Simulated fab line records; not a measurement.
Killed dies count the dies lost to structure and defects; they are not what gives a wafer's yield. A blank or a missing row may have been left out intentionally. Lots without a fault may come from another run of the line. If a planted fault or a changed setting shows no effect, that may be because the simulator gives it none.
fab line records	flow n5-finfet
[record] lots = 13	wafers = 39	last-day = 17
route steps=1938 shown ZERO_LAYER@4 WELL_APT@32 PASSIVATION@1936
lots with no fault: from the same line, run without faults
start-h: hours from the record's opening day to when the first of the lot's shown wafers began	wait-h: hours since the lot's step before	" the same as in the row above	L1.1+2: several wafers, shown together as one row	- either no value or no given start	* or withheld: withheld	< > ~ a bound
route shown NAME@n: NAME is a module with steps in the file, n the number in the route of the first one	usual: average and standard deviation across the fault-free wafers	same: alike in all rows	chamber/n: place in a boat	sites: the reading at each site	_std_site: the values' standard deviation	_edge_site: mean of outer sites minus mean of inner sites	radius-mm: how far each site lies from the wafer's centre	mask NAME#n: copy n	behind: the last tool/chamber to shape the wafer	hold: reason for holding the lot/hours on hold/outcome of the hold	device: the transistor (n, p or np) that didn't switch	end of line: tests of these same wafers at the route's end	a step given without rows: its recipe and nothing more	killed: dies lost to structure and defects at the first sort, not the wafer's yield	map: per-die view of a wafer (x killed, . not killed, _ where there is no die)
set.NAME: the setting that was run; set.NAME@STEP: the one run at that earlier step	model.NAME: the simulator's own value behind a step, which no gauge read
the route's steps for a sample of lots (tables are steps, rows are wafers)
services: a tool's chamber out of use, with start hour (start-h, from the record's first day; less than 0 if before it), hours out, and reason
[[steps]]
[step N5_ZERO_LAYER_PECVD_02]
[recipe] material = SiO2	target-thk-a = 100	temp-c = 400	precursor = SiH4/N2O	pressure-torr = 0.75	rf-w = 275	time-s = 6
[usual] heater-power-w = 741/58	rf-fwd-power-W = 272.5/1.3	showerhead-plenum-p-Torr = 8.18/0.12
lot.wafer	tool	chamber	start-h	wait-h	heater-power-w	rf-fwd-power-W	showerhead-plenum-p-Torr
L876.2	pecvd-03	0	12.28	0.0	744	270.7	8.16
L876.3	"	2	"	"	746	272.3	8.31
L876.5	"	1	"	"	797	269.9	8.22
L877.1	pecvd-04	0	18.29	0.0	731	272.4	8.04
L877.4	"	0	"	"	717	274.7	8.02
L877.5	"	1	"	"	712	274.6	8.12
L878.2	pecvd-01	0	24.28	0.0	836	271.7	8.03
L878.3	"	1	"	"	837	271.4	8.03
L878.6	"	0	"	"	802	271.2	8.04
L879.2	pecvd-01	2	30.28	0.0	809	272.7	8.34
L879.5	"	0	"	"	824	270.0	8.04
L879.6	"	1	"	"	839	272.0	8.03
L881.1	pecvd-04	0	42.28	0.0	787	273.2	8.03
L881.2	"	2	"	"	590	272.6	8.34
L881.5	"	0	"	"	802	274.9	8.06
L883.2	pecvd-03	2	54.29	0.0	767	271.9	8.28
L883.3	"	0	"	"	752	270.8	8.20
L883.6	"	1	"	"	787	271.4	8.23
L884.1	pecvd-03	2	60.28	0.0	696	270.7	8.28
L884.3	"	1	"	"	661	271.3	8.21
L884.4	"	2	"	"	713	271.3	8.28
L885.2	pecvd-03	1	66.29	0.0	767	271.6	8.23
L885.3	"	2	"	"	702	272.7	8.30
L885.4	"	1	"	"	735	271.2	8.23
L889.3	pecvd-01	2	90.28	0.0	763	273.5	8.34
L889.4	"	1	"	"	852	271.9	8.02
L889.6	"	0	"	"	767	270.9	8.05
L890.1	pecvd-03	1	96.32	0.0	757	268.8	8.23
L890.5	"	1	"	"	767	270.5	8.24
L890.6	"	2	"	"	657	271.1	8.29
L891.2	pecvd-04	0	102.28	0.0	749	272.7	8.03
L891.3	"	2	"	"	660	272.9	8.33
L891.5	"	0	"	"	757	272.6	8.07
L896.1	pecvd-04	2	132.47	0.0	662	273.5	8.33
L896.4	"	1	"	"	785	272.9	8.10
L896.6	"	2	"	"	657	273.1	8.33
L898.1	pecvd-04	2	144.28	0.0	678	275.4	8.34
L898.2	"	0	"	"	758	273.2	8.06
L898.3	"	1	"	"	750	273.7	8.09
[step N5_ZERO_LAYER_CD_MEAS_11]
[recipe] target-cd-nm = 2000	landing-energy-ev = 500	detector = se-inlens
[usual] cd-nm = 2000.9/2.5
lot.wafer	tool	chamber	start-h	wait-h	cd-nm
L876.2	cd-sem-01	0	12.77	-	1997.5
L876.3	"	0	"	"	1999.8
L876.5	"	0	"	"	2002.6
L877.1	cd-sem-03	0	18.65	-	2003.2
L877.4	"	0	"	"	2006.2
L877.5	"	0	"	"	2004.2
L878.2	cd-sem-01	0	24.77	-	1999.2
L878.3	"	0	"	"	2000.0
L878.6	"	0	"	"	2003.2
L879.2	cd-sem-02	0	30.77	-	2001.6
L879.5	"	0	"	"	2004.1
L879.6	"	0	"	"	1996.2
L881.1	cd-sem-01	0	42.77	-	1998.7
L881.2	"	0	"	"	2001.5
L881.5	"	0	"	"	2001.0
L883.2	cd-sem-02	0	54.77	-	2001.1
L883.3	"	0	"	"	2001.5
L883.6	"	0	"	"	1999.1
L884.1	cd-sem-01	0	60.67	-	2000.9
L884.3	"	0	"	"	2000.7
L884.4	"	0	"	"	2004.3
L885.2	cd-sem-03	0	66.80	-	1998.2
L885.3	"	0	"	"	2000.8
L885.4	"	0	"	"	2000.4
L889.3	cd-sem-02	0	90.64	-	1999.0
L889.4	"	0	"	"	1995.2
L889.6	"	0	"	"	1997.3
L890.1	cd-sem-01	0	96.80	-	1995.2
L890.5	"	0	"	"	2001.5
L890.6	"	0	"	"	2002.6
L891.2	cd-sem-01	0	102.66	-	1998.4
L891.3	"	0	"	"	2004.7
L891.5	"	0	"	"	2004.4
L896.1	cd-sem-03	0	132.85	-	1996.5
L896.4	"	0	"	"	2001.6
L896.6	"	0	"	"	2003.6
L898.1	cd-sem-03	0	144.64	-	1997.7
L898.2	"	0	"	"	1999.8
L898.3	"	0	"	"	1997.1
[step N5_WELL_APT_IMPLANT_14]
[recipe] species = P	energy-kev = 160	dose-cm2 = 1.5e+13	tilt-deg = 0	rotation-deg = 0
[usual] dose-ions-cm2 = 1.4997e+13/1.4e+10	faraday-current-uA = 190/3.8
lot.wafer	tool	chamber	start-h	wait-h	dose-ions-cm2	faraday-current-uA
L876.2	implanter-01	0	14.02	0.1	1.4972e+13	192
L876.3	"	0	"	"	1.4993e+13	192
L876.5	"	0	"	"	1.4973e+13	183
L877.1	implanter-01	0	20.07	0.1	1.5002e+13	192
L877.4	"	0	"	"	1.4993e+13	187
L877.5	"	0	"	"	1.5024e+13	190
L878.2	implanter-02	0	26.51	0.1	1.5028e+13	188
L878.3	"	0	"	"	1.501e+13	189
L878.6	"	0	"	"	1.4993e+13	193
L879.2	implanter-01	0	32.04	0.1	1.4991e+13	193
L879.5	"	0	"	"	1.4992e+13	187
L879.6	"	0	"	"	1.4974e+13	189
L881.1	implanter-01	0	46.47	0.1	1.5008e+13	190
L881.2	"	0	"	"	1.5002e+13	199
L881.5	"	0	"	"	1.5018e+13	189
L883.2	implanter-01	0	56.71	0.1	1.5007e+13	187
L883.3	"	0	"	"	1.4991e+13	193
L883.6	"	0	"	"	1.5018e+13	187
L884.1	implanter-02	0	62.15	0.1	1.4988e+13	196
L884.3	"	0	"	"	1.496e+13	190
L884.4	"	0	"	"	1.4976e+13	187
L885.2	implanter-02	0	69.06	0.1	1.4981e+13	191
L885.3	"	0	"	"	1.5002e+13	190
L885.4	"	0	"	"	1.4985e+13	190
L889.3	implanter-02	0	91.95	0.1	1.3419e+13	174
L889.4	"	0	"	"	1.3432e+13	177
L889.6	"	0	"	"	1.3401e+13	168
L890.1	implanter-02	0	97.90	0.1	1.3413e+13	174
L890.5	"	0	"	"	1.3426e+13	171
L890.6	"	0	"	"	1.3427e+13	171
L891.2	implanter-02	0	103.79	0.1	1.3426e+13	168
L891.3	"	0	"	"	1.3424e+13	165
L891.5	"	0	"	"	1.3449e+13	171
L896.1	implanter-01	0	134.46	0.1	1.4984e+13	191
L896.4	"	0	"	"	1.4995e+13	190
L896.6	"	0	"	"	1.4989e+13	188
L898.1	implanter-01	0	146.59	0.1	1.5015e+13	187
L898.2	"	0	"	"	1.5015e+13	198
L898.3	"	0	"	"	1.5012e+13	186
[step N5_WELL_APT_CD_MEAS_25]
[recipe] target-cd-nm = 200	landing-energy-ev = 500	detector = se-inlens
[usual] cd-nm = 200.9/2.9
lot.wafer	tool	chamber	start-h	wait-h	cd-nm
L876.2	cd-sem-02	0	15.06	-	203.1
L876.3	"	0	"	"	198.3
L876.5	"	0	"	"	203.3
L877.1	cd-sem-01	0	21.03	-	197.6
L877.4	"	0	"	"	200.3
L877.5	"	0	"	"	197.4
L878.2	cd-sem-01	0	27.41	-	200.0
L878.3	"	0	"	"	195.8
L878.6	"	0	"	"	197.6
L879.2	cd-sem-03	0	32.94	-	203.1
L879.5	"	0	"	"	202.3
L879.6	"	0	"	"	202.8
L881.1	cd-sem-03	0	47.40	-	202.5
L881.2	"	0	"	"	201.9
L881.5	"	0	"	"	198.9
L883.2	cd-sem-03	0	57.74	-	201.3
L883.3	"	0	"	"	201.2
L883.6	"	0	"	"	199.0
L884.1	cd-sem-03	0	63.22	-	200.9
L884.3	"	0	"	"	201.3
L884.4	"	0	"	"	201.2
L885.2	cd-sem-03	0	69.96	-	198.5
L885.3	"	0	"	"	194.4
L885.4	"	0	"	"	198.6
L889.3	cd-sem-03	0	92.83	-	203.6
L889.4	"	0	"	"	204.6
L889.6	"	0	"	"	203.0
L890.1	cd-sem-02	0	98.84	-	197.4
L890.5	"	0	"	"	197.1
L890.6	"	0	"	"	203.1
L891.2	cd-sem-02	0	104.82	-	201.4
L891.3	"	0	"	"	201.1
L891.5	"	0	"	"	199.8
L896.1	cd-sem-01	0	135.40	-	201.4
L896.4	"	0	"	"	199.7
L896.6	"	0	"	"	204.0
L898.1	cd-sem-03	0	147.64	-	205.0
L898.2	"	0	"	"	205.6
L898.3	"	0	"	"	202.9
[step N5_PASSIVATION_PROBE_49]
[usual] killed_at_M0_to_M3 = 34/9.7	killed_at_M4_up = 14/5.7	killed-at-contacts = 12/5.9	killed-at-front-end = 37/10	killed-at-other = 5/4.7	killed-dies = 102/18	killed-open = 65/12	killed-short = 34/8.8
[same] gross-dies = 1180	killed-at-back-side = 0
lot.wafer	tool	chamber	start-h	wait-h	killed_at_M0_to_M3	killed_at_M4_up	killed-at-contacts	killed-at-front-end	killed-at-other	killed-dies	killed-open	killed-short
L878.2	prober-02	-	289.61	0.1	22	10	10	35	5	82	55	24
L878.3	prober-02	-	289.66	0.1	22	9	6	41	3	81	50	28
L878.6	prober-02	-	289.81	0.3	29	13	12	44	1	99	59	40
L883.2	prober-02	-	308.61	0.1	49	16	7	43	2	117	71	42
L883.3	prober-02	-	308.66	0.1	36	9	13	34	4	96	59	37
L883.6	prober-02	-	308.81	0.3	36	22	5	44	1	108	62	43
L881.2	prober-02	-	310.47	0.1	33	26	13	50	8	130	83	40
L884.1	prober-01	-	321.11	0.0	29	3	11	31	0	74	45	26
L884.3	prober-01	-	321.21	0.1	33	16	9	25	1	84	46	38
L884.4	prober-01	-	321.26	0.2	27	10	10	16	3	66	40	26
L885.2	prober-02	-	335.24	0.1	34	12	8	43	15	112	57	54
L885.3	prober-02	-	335.29	0.1	26	14	12	37	12	101	63	38
L885.4	prober-02	-	335.34	0.2	33	11	6	37	17	104	67	36
L890.1	prober-02	-	351.49	0.0	39	27	19	28	2	115	75	40
L890.5	prober-02	-	351.69	0.2	28	12	10	36	8	94	56	37
L890.6	prober-02	-	351.74	0.3	24	14	22	50	3	113	77	36
L896.1	prober-01	-	399.58	0.0	56	13	10	34	4	117	71	38
L896.4	prober-01	-	399.73	0.2	44	9	10	41	0	104	56	47
L896.6	prober-01	-	399.83	0.3	54	10	19	49	4	136	85	47
// killed by level:class
L878.2 FIN_SAQP:geometric-particle:short=8 MOL_CONTACT_COAG:geometric-particle:open=8 BEOL_M3:geometric-particle:open=7 BEOL_M1:geometric-particle:open=5 STARTING-WAFER:geometric-particle:open=5 FIN_SAQP:geometric-particle:open=4 BEOL_M2:geometric-particle:open=4 BEOL_M4:geometric-particle:open=4
L878.3 STI_FIN_REVEAL:geometric-particle:open=18 BEOL_M0:geometric-particle:open=8 DUMMY_GATE:geometric-particle:open=4 BEOL_M3:geometric-particle:open=4 STI_FIN_REVEAL:geometric-particle:short=3 GATE_CUT:geometric-particle:short=3 MOL_CONTACT_COAG:geometric-particle:open=3 MOL_CONTACT_COAG:geometric-particle:short=3
L878.6 BEOL_M2:geometric-particle:open=9 BEOL_M0_SAQP:geometric-particle:short=8 MOL_CONTACT_COAG:geometric-particle:open=7 FIN_SAQP:geometric-particle:short=6 DUMMY_GATE:geometric-particle:open=6 STI_FIN_REVEAL:geometric-particle:open=5 GATE_CUT:geometric-particle:open=5 MOL_CONTACT_COAG:geometric-particle:short=5
L883.2 BEOL_M0_SAQP:geometric-particle:short=17 BEOL_M0_SAQP:geometric-particle:open=15 FIN_SAQP:geometric-particle:open=12 STI_FIN_REVEAL:geometric-particle:open=10 FIN_SAQP:geometric-particle:short=7 BEOL_M1:geometric-particle:open=7 BEOL_M2:geometric-particle:open=4 MOL_CONTACT_COAG:geometric-particle:open=4
L883.3 BEOL_M0_SAQP:geometric-particle:open=9 FIN_SAQP:geometric-particle:short=8 STI_FIN_REVEAL:geometric-particle:open=8 BEOL_M0_SAQP:geometric-particle:short=8 MOL_CONTACT_COAG:geometric-particle:short=7 BEOL_M3:geometric-particle:open=7 MOL_CONTACT_COAG:geometric-particle:open=6 DUMMY_GATE:geometric-particle:open=4
L883.6 STI_FIN_REVEAL:geometric-particle:open=17 FIN_SAQP:geometric-particle:short=11 BEOL_M0_SAQP:geometric-particle:open=10 BEOL_M0_SAQP:geometric-particle:short=9 BEOL_M1:geometric-particle:open=6 BEOL_M2:geometric-particle:open=6 MOL_CONTACT_COAG:geometric-particle:open=5 BEOL_M4:geometric-particle:open=5
L881.2 MOL_CONTACT_COAG:geometric-particle:open=13 BEOL_M4:geometric-particle:open=11 FIN_SAQP:geometric-particle:open=10 DUMMY_GATE:geometric-particle:open=7 BEOL_M0_SAQP:geometric-particle:short=7 BEOL_M2:geometric-particle:open=7 BEOL_M3:geometric-particle:open=7 BEOL_M0_SAQP:geometric-particle:open=6
L884.1 MOL_CONTACT_COAG:geometric-particle:open=9 BEOL_M0_SAQP:geometric-particle:open=8 FIN_SAQP:geometric-particle:open=6 BEOL_M1:geometric-particle:open=5 BEOL_M0_SAQP:geometric-particle:short=5 STI_FIN_REVEAL:geometric-particle:open=4 FIN_SAQP:geometric-particle:short=3 STI_FIN_REVEAL:geometric-particle:short=3
L884.3 BEOL_M0_SAQP:geometric-particle:short=13 FIN_SAQP:geometric-particle:short=10 BEOL_M0_SAQP:geometric-particle:open=9 BEOL_M4:geometric-particle:open=7 MOL_CONTACT_COAG:geometric-particle:open=6 BEOL_M2:geometric-particle:open=6 FIN_SAQP:geometric-particle:open=5 MOL_CONTACT_COAG:geometric-particle:short=3
L884.4 BEOL_M3:geometric-particle:open=9 MOL_CONTACT_COAG:geometric-particle:open=8 FIN_SAQP:geometric-particle:short=7 BEOL_M0_SAQP:geometric-particle:open=5 BEOL_M0_SAQP:geometric-particle:short=4 BEOL_M4:geometric-particle:open=4 BEOL_M1:geometric-particle:open=3 BEOL_M2:geometric-particle:open=3
L885.2 FIN_SAQP:geometric-particle:open=11 FIN_SAQP:geometric-particle:short=11 BEOL_M0_SAQP:geometric-particle:short=9 STI_FIN_REVEAL:geometric-particle:open=7 MOL_CONTACT_COAG:geometric-particle:open=6 BEOL_M0_SAQP:geometric-particle:open=6 BEOL_M4:geometric-particle:open=5 PAD_METAL:geometric-particle:short=5
L885.3 FIN_SAQP:geometric-particle:short=11 STI_FIN_REVEAL:geometric-particle:open=10 MOL_CONTACT_COAG:geometric-particle:open=10 BEOL_M2:geometric-particle:open=9 FIN_SAQP:geometric-particle:open=8 BEOL_M4:geometric-particle:open=8 BEOL_M0_SAQP:geometric-particle:short=4 MIM_TOP_ETCH:geometric-particle:open=4
L885.4 STI_FIN_REVEAL:geometric-particle:open=13 BEOL_M0_SAQP:geometric-particle:open=9 FIN_SAQP:geometric-particle:open=8 BEOL_M2:geometric-particle:open=7 BEOL_M0_SAQP:geometric-particle:short=7 MOL_CONTACT_COAG:geometric-particle:open=6 BEOL_M1:geometric-particle:open=6 BEOL_M4:geometric-particle:open=6
L890.1 BEOL_M4:geometric-particle:open=14 MOL_CONTACT_COAG:geometric-particle:open=12 BEOL_M0_SAQP:geometric-particle:open=9 BEOL_M0_SAQP:geometric-particle:short=9 STI_FIN_REVEAL:geometric-particle:open=8 MOL_CONTACT_COAG:geometric-particle:short=7 BEOL_M2:geometric-particle:open=6 BEOL_M3:geometric-particle:open=6
L890.5 DUMMY_GATE:geometric-particle:open=8 BEOL_M2:geometric-particle:open=8 MOL_CONTACT_COAG:geometric-particle:open=7 FIN_SAQP:geometric-particle:open=5 BEOL_M3:geometric-particle:open=5 BEOL_M0_SAQP:geometric-particle:short=5 BEOL_M4:geometric-particle:open=5 FIN_SAQP:geometric-particle:short=4
L890.6 MOL_CONTACT_COAG:geometric-particle:open=17 STI_FIN_REVEAL:geometric-particle:open=11 BEOL_M0_SAQP:geometric-particle:open=10 BEOL_M4:geometric-particle:open=10 FIN_SAQP:geometric-particle:short=9 FIN_SAQP:geometric-particle:open=7 DUMMY_GATE:geometric-particle:open=5 MOL_CONTACT_COAG:geometric-particle:short=5
L896.1 BEOL_M0_SAQP:geometric-particle:open=17 BEOL_M0_SAQP:geometric-particle:short=9 BEOL_M2:geometric-particle:open=8 FIN_SAQP:geometric-particle:open=7 MOL_CONTACT_COAG:geometric-particle:open=7 GATE_CUT:geometric-particle:short=6 BEOL_M1:geometric-particle:open=6 BEOL_M3:geometric-particle:open=5
L896.4 BEOL_M0_SAQP:geometric-particle:open=14 BEOL_M0_SAQP:geometric-particle:short=13 GATE_CUT:geometric-particle:open=9 FIN_SAQP:geometric-particle:short=8 GATE_CUT:geometric-particle:short=7 MOL_CONTACT_COAG:geometric-particle:open=5 MOL_CONTACT_COAG:geometric-particle:short=5 BEOL_M2:geometric-particle:open=4
L896.6 FIN_SAQP:geometric-particle:open=20 BEOL_M0_SAQP:geometric-particle:short=20 MOL_CONTACT_COAG:geometric-particle:open=14 BEOL_M0_SAQP:geometric-particle:open=12 BEOL_M3:geometric-particle:open=8 FIN_SAQP:geometric-particle:short=6 STI_FIN_REVEAL:geometric-particle:open=6 MOL_CONTACT_COAG:geometric-particle:short=5
[[services]]
tool	chamber	start-h	hours	kind
pecvd-03	1	-10.47	5.0	scheduled-down
implanter-01	-	20.43	6.3	pm
pecvd-03	2	21.12	-	clean
pecvd-03	2	21.12	-	consumable-replace:showerhead
pecvd-03	2	21.12	29.0	scheduled-down
pecvd-03	2	21.12	29.0	vent-cycle
pecvd-04	2	31.22	5.0	scheduled-down
pecvd-01	2	36.91	5.5	scheduled-down
implanter-01	-	37.81	3.4	repair
implanter-02	-	43.15	4.7	repair
pecvd-03	0	57.91	11.4	repair
implanter-01	-	85.13	5.8	pm
pecvd-01	-	97.99	2.8	pm
pecvd-04	0	115.16	2.1	scheduled-down
pecvd-01	0	115.69	5.5	scheduled-down
pecvd-04	0	122.94	5.5	scheduled-down
pecvd-01	-	131.69	14.6	pm
[[key]]
[first-sign] step = N5_WELL_APT_IMPLANT_14	reading = dose-ions-cm2	direction = down	sigmas = 99+	usual = 1.4997e+13	struck = 1.3424e+13
[effect] step = N5_WELL_APT_IMPLANT_14	reading = faraday-current-uA	direction = down	sigmas = 5	usual = 190	struck = 171
met-at N5_WELL_APT_IMPLANT_14
struck-lots L889,L890,L891
tester-left-out L889,L890,L891
not-acting-at N5_ZERO_LAYER_PECVD_02,N5_ZERO_LAYER_CD_MEAS_11,N5_WELL_APT_CD_MEAS_25
onset-between 69.06 91.95
[fault] kind = process-parameter-drift	tool = implanter-02	chamber = -	onset-h = 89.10	steps = N5_WELL_APT_IMPLANT_14	channel = dose-cm2	offset = -1.5681e+12	shape = step	end-h = 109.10	acts-in = these-recipes-only	stated = 1.5e+13
// tester-left-out: of these lots the tester's yield and bins aren't shown, on N5 and GAA mostly nor the transistor test; their killed dies are dies lost to structure and defects alone, not to doping, threshold or leakage, so they don't give the yield
